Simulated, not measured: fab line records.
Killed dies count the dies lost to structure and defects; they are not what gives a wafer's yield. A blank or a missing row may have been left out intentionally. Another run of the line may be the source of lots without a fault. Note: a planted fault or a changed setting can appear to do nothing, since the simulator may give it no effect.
Which tool is to blame? -- flow n5-finfet -- 24 lots with 72 wafers sampled at 5 steps, on a route of 1938 steps

WHAT THE GAUGES SHOWED, per wafer
N5_BEOL_M8_CD_MEAS_28: target cd 40 nm. Usual: cd-nm reads 39.97 nm (standard deviation 0.24).
lot,measured,on,cd-nm (nm),flag
L075,day 12 02:02,cd-sem-01,39.59 39.75 39.91,
L074,day 12 06:07,cd-sem-03,39.84 40.42 40.49,
L076,day 12 18:27,cd-sem-01,40.31 40.37 40.08,
L077,day 13 03:10,cd-sem-03,39.78 39.95 39.78,
L080,day 13 10:43,cd-sem-02,39.94 40.03 39.68,
L081,day 13 14:50,cd-sem-02,39.76 39.81 39.70,
L079,day 13 22:43,cd-sem-01,40.15 39.94 39.93,
L078,day 14 01:47,cd-sem-03,39.96 40.16 40.01,
L082,day 14 04:13,cd-sem-02,39.84 39.90 39.70,
L083,day 14 09:55,cd-sem-01,39.96 40.01 39.92,
L085,day 14 18:42,cd-sem-02,39.88 39.45 39.92,
L086,day 14 22:49,cd-sem-01,39.72 40.10 40.53,
L084,day 15 09:31,cd-sem-02,40.25 39.58 40.05,
L088,day 15 16:07,cd-sem-03,39.74 39.97 40.13,
L089,day 15 16:37,cd-sem-01,39.95 40.35 39.71,
L087,day 15 20:21,cd-sem-02,39.89 39.58 39.73,
L091,day 15 22:26,cd-sem-02,40.00 39.71 40.44,
L090,day 16 20:14,cd-sem-03,39.82 39.64 39.51,
L093,day 17 05:38,cd-sem-03,39.99 39.86 39.59,
L094,day 17 05:40,cd-sem-02,40.00 40.06 39.67,
L092,day 17 14:10,cd-sem-03,40.01 40.07 39.57,
L097,day 17 23:14,cd-sem-02,39.91 39.91 40.80,
L096,day 17 23:25,cd-sem-03,40.14 40.16 40.26,
L095,day 19 06:26,cd-sem-02,40.25 39.76 40.29,

N5_BEOL_M9_THK_MEAS_01. Usual: M9_ILD_THK gives 267 nm (standard deviation 4).
lot,measured,on,M9_ILD_THK (nm),flag
L075,day 12 07:04,film-metro-01,267 268 273,
L074,day 12 09:56,film-metro-02,266 272 277,
L076,day 13 00:17,film-metro-01,265 274 274,
L077,day 13 06:46,film-metro-02,262 266 264,
L080,day 13 16:17,film-metro-01,263 262 270,
L081,day 13 19:13,film-metro-02,272 262 268,
L079,day 14 04:29,film-metro-02,261 266 262,
L078,day 14 06:36,film-metro-02,261 268 270,
L082,day 14 08:06,film-metro-02,273 273 276,
L083,day 14 13:29,film-metro-02,259 262 271,
L085,day 14 22:13,film-metro-02,265 273 263,
L086,day 15 06:19,film-metro-02,261 264 262,
L084,day 15 13:30,film-metro-02,264 269 269,
L088,day 15 20:18,film-metro-01,267 274 274,
L089,day 15 22:10,film-metro-01,266 271 269,
L087,day 16 00:44,film-metro-02,267 272 269,
L091,day 16 05:07,film-metro-02,264 264 270,
L090,day 17 03:08,film-metro-02,266 268 271,
L093,day 17 09:23,film-metro-01,267 278 274,
L094,day 17 09:59,film-metro-01,262 265 267,
L092,day 17 17:24,film-metro-02,262 268 269,
L097,day 18 03:56,film-metro-01,265 267 269,
L096,day 18 03:44,film-metro-01,267 268 268,
L095,day 19 09:52,film-metro-01,262 264 267,

N5_BEOL_M9_CD_MEAS_18: pitch 140 nm, target cd 70 nm. Usual: cd-nm reads 70.4 nm (standard deviation 0.78).
lot,measured,on,cd-nm (nm),flag
L075,day 12 08:38,cd-sem-02,70.3 70.4 71.3,
L074,day 12 13:14,cd-sem-01,68.6 68.3 69.8,
L076,day 13 01:38,cd-sem-02,71.5 70.6 70.1,
L077,day 13 09:15,cd-sem-03,70.4 70.8 70.4,
L080,day 13 18:35,cd-sem-01,70.9 70.9 70.4,
L081,day 13 21:10,cd-sem-01,69.4 70.8 70.2,
L079,day 14 06:23,cd-sem-01,71.5 70.7 71.6,
L078,day 14 11:20,cd-sem-01,69.7 70.3 69.5,
L082,day 14 11:52,cd-sem-02,69.8 68.5 70.0,
L083,day 14 15:12,cd-sem-02,70.8 70.7 70.6,
L085,day 15 00:35,cd-sem-02,70.2 70.6 71.0,
L086,day 15 08:07,cd-sem-01,70.9 70.3 70.8,
L084,day 15 15:11,cd-sem-02,69.7 70.5 69.9,
L088,day 15 22:15,cd-sem-01,69.7 70.4 71.0,
L089,day 15 23:34,cd-sem-01,70.0 69.3 69.2,
L087,day 16 04:19,cd-sem-02,69.7 69.8 69.9,
L091,day 16 07:13,cd-sem-02,69.7 70.3 71.1,
L090,day 17 05:22,cd-sem-01,70.5 69.5 70.6,
L093,day 17 12:17,cd-sem-01,71.6 70.9 70.8,
L094,day 17 12:40,cd-sem-03,70.1 70.9 70.9,
L092,day 17 19:05,cd-sem-01,71.3 72.4 70.8,
L097,day 18 07:05,cd-sem-01,71.0 71.3 69.7,
L096,day 18 06:35,cd-sem-02,70.5 70.8 71.9,
L095,day 19 12:58,cd-sem-03,71.3 70.2 70.7,

TOOL THAT RAN EACH LOT (tool first, then ch and the chambers of the sampled wafers, then the start)
lot,N5_BEOL_M8_STRIP_80,N5_BEOL_M8_SURFACE_TREAT_79
L075,"rie-diel-05 ch 0,2, day 12 03:51 or earlier","pvd-sputter-01, day 12 03:51"
L074,"rie-diel-05 ch 1,2, day 12 07:46 or earlier","pvd-sputter-03, day 12 07:46"
L076,"rie-diel-05 ch 0,1,3, day 12 22:19 or earlier","pvd-sputter-02, day 12 22:19"
L077,"rie-diel-05 ch 0,1,3, day 13 04:44 or earlier","pvd-sputter-02, day 13 04:44"
L080,"rie-diel-04 ch 2,3, day 13 12:48 or earlier","pvd-sputter-01, day 13 12:48"
L081,"rie-diel-04 ch 0,3, day 13 16:40 or earlier","pvd-sputter-03, day 13 16:40"
L079,"rie-diel-01 ch 1,2,3, day 14 00:42 or earlier","pvd-sputter-02, day 14 00:42"
L078,"rie-diel-01 ch 2,3, day 14 04:47 or earlier","pvd-sputter-03, day 14 04:47"
L082,"rie-diel-05 ch 0,1,2, day 14 05:54 or earlier","pvd-sputter-02, day 14 05:54"
L083,"rie-diel-05 ch 1,2,3, day 14 11:32 or earlier","pvd-sputter-02, day 14 11:32"
L085,"rie-diel-01 ch 0,1,2, day 14 20:23 or earlier","pvd-sputter-01, day 14 20:23"
L086,"rie-diel-04 ch 1,2, day 15 01:46 or earlier","pvd-sputter-03, day 15 01:46"
L084,"rie-diel-04 ch 0,2, day 15 11:11 or earlier","pvd-sputter-03, day 15 11:11"
L088,"rie-diel-04 ch 0,3, day 15 17:54 or earlier","pvd-sputter-03, day 15 17:54"
L089,"rie-diel-04 ch 0,3, day 15 18:31 or earlier","pvd-sputter-02, day 15 18:31"
L087,"rie-diel-01 ch 2,3, day 15 22:16 or earlier","pvd-sputter-01, day 15 22:16"
L091,"rie-diel-05 ch 0,1,2, day 16 01:51 or earlier","pvd-sputter-01, day 16 01:51"
L090,"rie-diel-05 ch 0,1, day 16 22:25 or earlier","pvd-sputter-02, day 16 22:25"
L093,"rie-diel-01 ch 0,1, day 17 07:20 or earlier","pvd-sputter-01, day 17 07:20"
L094,"rie-diel-04 ch 0,1,3, day 17 07:40 or earlier","pvd-sputter-03, day 17 07:40"
L092,"rie-diel-04 ch 2,3, day 17 15:37 or earlier","pvd-sputter-02, day 17 15:37"
L097,"rie-diel-01 ch 0,1,3, day 18 01:40 or earlier","pvd-sputter-03, day 18 01:40"
L096,"rie-diel-05 ch 1,2,3, day 18 01:42 or earlier","pvd-sputter-01, day 18 01:42"
L095,"rie-diel-01 ch 2,3, day 19 08:01 or earlier","pvd-sputter-03, day 19 08:01"
- N5_BEOL_M8_STRIP_80: strips in N2/H2, time 10 s.
- N5_BEOL_M8_SURFACE_TREAT_79

AS READ BY THE TOOLS THEMSELVES (means over the sampled wafers that have a number; for cases with no such wafer, the mark the record gives instead)
N5_BEOL_M8_STRIP_80. Usual: drypump-motor-current-A 5.7 A, standard deviation 0.53; h2-flow-sccm 200.0 sccm, standard deviation 0.66; oes-product-au 0.80 a.u., standard deviation 0.081; rf-vpp-V 59.1 V, standard deviation 0.82; showerhead-plenum-p-Torr 2.53 Torr, standard deviation 0.071; throttle-valve-pct 23.3 %, standard deviation 0.33.
lot,tool,drypump-motor-current-A (A),h2-flow-sccm (sccm),oes-product-au (a.u.),rf-vpp-V (V),showerhead-plenum-p-Torr (Torr),throttle-valve-pct (%),flag
L075,rie-diel-05,5.3,199.9,0.77,59.0,2.53,23.3,
L074,rie-diel-05,5.7,200.0,0.78,58.8,2.50,23.2,
L076,rie-diel-05,5.6,199.7,0.83,59.7,2.49,23.4,
L077,rie-diel-05,5.7,199.9,0.82,59.1,2.49,23.4,
L080,rie-diel-04,6.0,199.9,0.70,59.4,2.57,23.3,
L081,rie-diel-04,6.0,199.9,0.85,59.4,2.50,23.0,
L079,rie-diel-01,5.3,199.6,0.79,58.1,2.61,23.4,
L078,rie-diel-01,5.5,200.4,0.82,59.7,2.54,23.1,
L082,rie-diel-05,5.7,200.5,0.77,59.5,2.50,23.3,
L083,rie-diel-05,5.7,200.5,0.79,58.4,2.48,23.3,
L085,rie-diel-01,5.3,199.6,0.75,59.3,2.62,23.6,
L086,rie-diel-04,5.4,199.4,0.74,59.1,2.54,23.5,
L084,rie-diel-04,5.5,200.1,0.83,59.3,2.48,23.0,
L088,rie-diel-04,6.1,199.2,0.90,59.6,2.50,23.0,
L089,rie-diel-04,6.0,199.7,0.90,58.0,2.50,22.9,
L087,rie-diel-01,5.5,199.9,0.80,59.6,2.54,23.2,
L091,rie-diel-05,5.7,200.0,0.75,59.2,2.50,23.3,
L090,rie-diel-05,5.6,200.2,0.76,59.4,2.51,23.3,
L093,rie-diel-01,5.2,200.3,0.77,59.2,2.60,23.8,
L094,rie-diel-04,6.2,199.8,0.85,59.0,2.53,23.4,
L092,rie-diel-04,6.0,199.6,0.82,59.5,2.56,23.3,
L097,rie-diel-01,5.4,200.0,0.79,59.5,2.53,23.5,
L096,rie-diel-05,5.7,200.3,0.77,58.9,2.47,23.3,
L095,rie-diel-01,5.5,199.3,0.77,59.4,2.52,23.2,

THE ANSWER, worked out from the rows above alone
Rule: a lot counts as off when the mean over its wafers that have a number is more than 3 standard deviations away from the usual mean. A lot without any number at a reading at which 4 lots or more have one is off too. Where the step has rows for the other lots, those lots are counted as sound. First the gauges in route order, then the tools' own readings, where a lot's mean is used as printed above. At the first step where some lot is off, the reading lying furthest off is the one used; lots without a number count as furthest.
Across all readings shown, no lot is off: no conclusion can be drawn from this.

WHAT THE SIMULATOR HAD PUT IN
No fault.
